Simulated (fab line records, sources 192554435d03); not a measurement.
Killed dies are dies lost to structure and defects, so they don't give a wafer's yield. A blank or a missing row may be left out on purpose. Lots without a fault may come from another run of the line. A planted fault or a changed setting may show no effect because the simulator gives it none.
Chamber matching | flow n5_finfet | N5_SD_EPI_N_ETCH_34 on rie_diel-01: 4 sister chambers
The step etches SiARC in CF4, target depth 45.5 nm, time 75.8 s. 8 wafers are shown with their chamber, then 7 later ones without.

WAFERS WITH THEIR CHAMBER
wafer  | chamber | throttle_valve_pct (%) | showerhead_plenum_p_Torr (Torr)
L079.2 | 2       | 15.78                  | 2.12
L079.5 | 0       | 15.84                  | 2.06
L081.3 | 1       | 15.75                  | 2.14
L082.4 | 2       | 15.80                  | 2.11
L084.1 | 0       | 15.87                  | 2.05
L084.2 | 1       | 15.77                  | 2.14
L089.4 | 3       | 15.50                  | 2.09
L089.5 | 3       | 15.52                  | 2.09

WAFERS WITHOUT THEIR CHAMBER
wafer  | throttle_valve_pct (%) | showerhead_plenum_p_Torr (Torr)
L089.6 | 15.90                  | 2.05
L096.1 | 15.56                  | 2.08
L096.2 | 15.84                  | 2.13
L096.6 | 15.39                  | 2.10
L097.1 | 15.82                  | 2.13
L097.3 | 15.38                  | 2.10
L097.5 | 15.37                  | 2.10

WHICH CHAMBER EACH WENT THROUGH
wafer  | from the rows above     | in truth
L089.6 | 0                       | 0
L096.1 | 3                       | 3
L096.2 | can't be placed: 2 or 1 | 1
L096.6 | 3                       | 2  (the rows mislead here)
L097.1 | can't be placed: 2 or 1 | 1
L097.3 | 3                       | 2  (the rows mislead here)
L097.5 | 3                       | 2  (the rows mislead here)
Placed correctly: 2 of 7. Can't be placed from these rows: 2 (the true chamber is among the candidates in 2). Placed wrongly: 3.
How it was worked out, from the rows above alone: a wafer's distance from a chamber is the root of the sum, over the readings, of the square of ((its reading less the chamber's mean) divided by the reading's scatter). The wafer belongs to the nearest chamber; if the next one is less than 2 further off, it can't be placed. A chamber's mean is the mean of its shown wafers. The scatter: the root of (the sum of the squares of (reading less its chamber's mean) over the shown wafers, divided by (wafers less chambers)).
